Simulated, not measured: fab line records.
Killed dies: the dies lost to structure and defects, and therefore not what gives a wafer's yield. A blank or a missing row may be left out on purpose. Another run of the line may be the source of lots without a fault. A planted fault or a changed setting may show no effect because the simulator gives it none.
The tool behind it: which one? || flow n5 finfet || 27 wafers from 10 lots sampled at 2 of the route's 1938 steps

== WHAT THE GAUGES READ, wafer by wafer ==
N5_BEOL_M0_SAQP_THK_MEAS_05.
{"lot": "L855", "measured": "day 5 09:17", "on": "film metro-01", "thk nm (nm)": "59.2 60.2 60.9"}
{"lot": "L860", "measured": "day 6 19:18", "on": "film metro-01", "thk nm (nm)": "60.0 61.0 61.1"}
{"lot": "L862", "measured": "day 7 03:17", "on": "film metro-02", "thk nm (nm)": "58.8 60.4 60.2"}
{"lot": "L865", "measured": "day 8 02:29", "on": "film metro-01", "thk nm (nm)": "59.2 60.5 60.0"}
{"lot": "L869", "measured": "day 8 21:37", "on": "film metro-02", "thk nm (nm)": "58.4 58.3"}
{"lot": "L873", "measured": "day 10 01:02", "on": "film metro-02", "thk nm (nm)": "58.7 58.4 60.0"}
{"lot": "L874", "measured": "day 10 04:29", "on": "film metro-01", "thk nm (nm)": "59.7 58.9"}
{"lot": "L877", "measured": "day 10 20:01", "on": "film metro-01", "thk nm (nm)": "60.0 60.3"}
{"lot": "L876", "measured": "day 10 23:11", "on": "film metro-01", "thk nm (nm)": "59.5 60.3 60.6"}
{"lot": "L878", "measured": "day 11 02:54", "on": "film metro-02", "thk nm (nm)": "59.9 59.8 61.3"}

== TOOL THAT RAN EACH LOT (tool first, then ch and the chambers of the sampled wafers, then the start) ==
{"lot": "L855", "N5_BEOL_M0_SAQP_HM_DEP_02": "pvd sputter-01, day 5 08:58"}
{"lot": "L860", "N5_BEOL_M0_SAQP_HM_DEP_02": "pvd sputter-02, day 6 18:58"}
{"lot": "L862", "N5_BEOL_M0_SAQP_HM_DEP_02": "pvd sputter-03, day 7 02:52"}
{"lot": "L865", "N5_BEOL_M0_SAQP_HM_DEP_02": "pvd sputter-01, day 8 02:09"}
{"lot": "L869", "N5_BEOL_M0_SAQP_HM_DEP_02": "pvd sputter-02, day 8 21:17"}
{"lot": "L873", "N5_BEOL_M0_SAQP_HM_DEP_02": "pvd sputter-01, day 10 00:43"}
{"lot": "L874", "N5_BEOL_M0_SAQP_HM_DEP_02": "pvd sputter-03, day 10 04:04"}
{"lot": "L877", "N5_BEOL_M0_SAQP_HM_DEP_02": "pvd sputter-02, day 10 19:35"}
{"lot": "L876", "N5_BEOL_M0_SAQP_HM_DEP_02": "pvd sputter-02, day 10 22:46"}
{"lot": "L878", "N5_BEOL_M0_SAQP_HM_DEP_02": "pvd sputter-01, day 11 02:34"}
- N5_BEOL_M0_SAQP_HM_DEP_02: deposits TiN, target thk 12 nm.

== THE ANSWER, worked out from the rows above alone ==
Rule: usual is defined by the lots themselves. The widest of any qualifying gaps counts: lots, ordered by their means at a reading, are off when they make up no more than a third of the lots, leave a main group of 4 or more, and stand apart from it by 3 or more times the standard deviation of that group's means. The tables above print the reading to a certain number of digits; a main group whose means all agree to those digits is not used. Also off: a lot with no number at a reading for which 4 or more lots have one. Where the step has rows for the other lots, those lots are counted as sound.
No lot is off on any of the readings shown, so nothing can be concluded from this.

== WHAT WAS PUT IN BY THE SIMULATOR ==
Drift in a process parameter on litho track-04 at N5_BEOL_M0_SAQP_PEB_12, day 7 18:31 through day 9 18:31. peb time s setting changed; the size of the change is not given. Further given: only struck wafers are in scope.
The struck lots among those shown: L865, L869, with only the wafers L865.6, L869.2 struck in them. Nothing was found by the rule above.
